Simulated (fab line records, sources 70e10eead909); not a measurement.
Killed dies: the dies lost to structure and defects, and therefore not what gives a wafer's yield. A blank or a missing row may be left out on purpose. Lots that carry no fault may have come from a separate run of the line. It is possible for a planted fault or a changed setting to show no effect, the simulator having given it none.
Chamber matching + flow nandHarc + NHARC_A_M0_PRE_CLEAN_31 on pecvd-04 has 3 sister chambers
The step time 12 s. 3 wafers are shown with their chamber, then 10 later ones without.

== WAFERS WITH THEIR CHAMBER ==
| wafer  | chamber | heaterPowerW (W) |
|--------|---------|------------------|
| L080.1 | 2       | 608              |
| L087.1 | 1       | 505              |
| L087.4 | 0       | 616              |

== WAFERS WITHOUT THEIR CHAMBER ==
| wafer  | heaterPowerW (W) |
|--------|------------------|
| L087.6 | 507              |
| L088.1 | 629              |
| L088.5 | 523              |
| L088.6 | 603              |
| L092.2 | 541              |
| L092.3 | 694              |
| L092.4 | 521              |
| L093.3 | 533              |
| L093.5 | 524              |
| L093.6 | 673              |

== THE CHAMBER EACH PASSED THROUGH ==
| wafer  | from the rows above          | in truth |
|--------|------------------------------|----------|
| L087.6 | 1                            | 1        |
| L088.1 | can't be placed: 0 or 2      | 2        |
| L088.5 | can't be placed: 1 or 2      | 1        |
| L088.6 | can't be placed: 2 or 0      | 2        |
| L092.2 | can't be placed: 1 or 2 or 0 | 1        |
| L092.3 | can't be placed: 0 or 2      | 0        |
| L092.4 | 1                            | 1        |
| L093.3 | can't be placed: 1 or 2 or 0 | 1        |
| L093.5 | can't be placed: 1 or 2      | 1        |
| L093.6 | can't be placed: 0 or 2      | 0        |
Correctly placed: 2 of 10. Not placeable from these rows: 8 (in 8, the candidates include the true chamber). 0 placed wrongly.
How it was worked out, from the rows above alone: a wafer's distance from a chamber is the root of the sum, over the readings, of the square of ((its reading less the chamber's mean) divided by the reading's scatter). If the next closest chamber is less than 2 further off than the closest, the wafer can't be placed; otherwise it belongs to the closest. The mean given for a chamber averages the wafers shown for that chamber. The scatter: root of mean squared gap, hidden wafer to nearest shown wafer, with one shown wafer a chamber.
